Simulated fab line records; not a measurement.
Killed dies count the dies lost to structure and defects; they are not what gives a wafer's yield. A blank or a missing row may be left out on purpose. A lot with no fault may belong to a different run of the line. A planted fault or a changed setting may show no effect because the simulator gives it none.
Chamber matching ; flow nand-harc ; rie-diel-04 running NHARC_A_CONTACT_ETCH_110: 4 sister chambers
The step etches the open film in CF4/O2, target depth 50 nm, overetch 5 nm, time 27.5 s. 8 wafers are shown with their chamber, then 8 later ones without.

== WAFERS, EACH WITH ITS CHAMBER ==
wafer;chamber;showerhead-plenum-p-Torr (Torr);drypump-motor-current-A (A)
L076.3;0;1.25;5.6
L088.2;3;1.34;5.0
L088.5;2;1.31;5.6
L088.6;1;1.32;5.9
L090.1;2;1.31;5.6
L090.2;1;1.32;5.9
L090.5;0;1.25;5.6
L094.1;3;1.33;4.9

== WAFERS MISSING THEIR CHAMBER ==
wafer;showerhead-plenum-p-Torr (Torr);drypump-motor-current-A (A)
L094.5;1.32;5.9
L094.6;1.25;5.5
L097.3;1.33;4.9
L097.4;1.32;5.9
L097.6;1.31;5.7
L095.1;1.33;5.0
L095.2;1.24;5.6
L095.6;1.31;5.6

== WHICH CHAMBER EACH WENT THROUGH ==
wafer;from the rows above;in truth
L094.5;1;1
L094.6;0;0
L097.3;3;3
L097.4;1;1
L097.6;2;2
L095.1;3;3
L095.2;0;0
L095.6;2;2
8 of 8 placed correctly. Left unplaced by these rows: 0. Wrongly placed: 0.
How it was worked out, from the rows above alone: a wafer's distance from a chamber is the root of the sum, over the readings, of the square of ((its reading less the chamber's mean) divided by the reading's scatter). The wafer belongs to the nearest chamber; if the next one is less than 2 further off, it can't be placed. A chamber's mean is the mean of its shown wafers. The scatter is the square root of a quotient: the sum, over the shown wafers, of each reading's squared deviation from its chamber's mean, divided by wafers minus chambers.
